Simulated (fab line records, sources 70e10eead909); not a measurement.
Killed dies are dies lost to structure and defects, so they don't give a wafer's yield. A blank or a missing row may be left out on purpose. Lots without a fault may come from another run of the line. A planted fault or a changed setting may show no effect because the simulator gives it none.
Chamber matching | flow nand_harc | NHARC_A_CONTACT_CMP_20 on cmp-01: 4 sister chambers
The step polishes, t overpolish 30 s, target thk 300 nm. 14 wafers are shown with their chamber, then 7 later ones without.

WAFERS WITH THEIR CHAMBER
wafer  | chamber | motor_current_A (A) | slurry_flow_ml_min | overpolish_run_s (s)
L079.1 | 2       | 12.1                | 150.3              | 30.013
L079.2 | 3       | 11.6                | 149.3              | 30.004
L079.6 | 3       | 11.2                | 149.1              | 29.995
L080.3 | 1       | 11.9                | 149.5              | 30.004
L080.5 | 0       | 13.3                | 149.5              | 29.984
L080.6 | 1       | 11.9                | 149.8              | 29.997
L087.1 | 1       | 12.3                | 150.4              | 30.010
L087.5 | 3       | 11.3                | 150.2              | 30.001
L087.6 | 2       | 12.0                | 150.6              | 29.994
L089.4 | 2       | 12.8                | 150.7              | 29.994
L089.5 | 3       | 11.7                | 149.6              | 30.001
L089.6 | 2       | 12.4                | 150.3              | 29.987
L088.1 | 2       | 12.0                | 150.2              | 30.007
L088.3 | 0       | 13.8                | 149.8              | 29.992

SIGNATURES (means of the wafers above)
reading            | chamber 0 | chamber 1 | chamber 2 | chamber 3 | scatter within a chamber
motor_current_A    | 13.550    | 12.033    | 12.260    | 11.450    | 0.296
slurry_flow_ml_min | 149.650   | 149.900   | 150.420   | 149.550   | 0.366
overpolish_run_s   | 29.98800  | 30.00367  | 29.99900  | 30.00025  | 0.00783
Rule: a wafer's distance from a chamber is the root of the sum, over the readings, of the square of ((its reading less the chamber's mean) divided by the reading's scatter). The wafer belongs to the nearest chamber; if the next one is less than 2 further off, it can't be placed. The scatter: the root of (the sum of the squares of (reading less its chamber's mean) over the shown wafers, divided by (wafers less chambers)).

WAFERS WITHOUT THEIR CHAMBER
wafer  | motor_current_A (A) | slurry_flow_ml_min | overpolish_run_s (s)
L088.6 | 12.6                | 149.4              | 30.017
L096.1 | 11.8                | 150.1              | 30.010
L096.2 | 14.0                | 149.7              | 30.007
L096.6 | 11.7                | 150.9              | 29.998
L094.1 | 10.9                | 150.5              | 30.009
L094.2 | 11.6                | 149.8              | 29.998
L094.4 | 13.9                | 150.1              | 29.992

WHICH CHAMBER EACH WENT THROUGH
wafer  | from the rows above          | in truth
L088.6 | can't be placed: 1 or 2 or 3 | 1
L096.1 | can't be placed: 1 or 2 or 3 | 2
L096.2 | 0                            | 0
L096.6 | can't be placed: 2 or 1 or 3 | 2
L094.1 | can't be placed: 3 or 1 or 2 | 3
L094.2 | can't be placed: 3 or 1 or 2 | 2
L094.4 | 0                            | 0
Placed correctly: 2 of 7. Can't be placed from these rows: 5 (the true chamber is among the candidates in 5). Placed wrongly: 0.
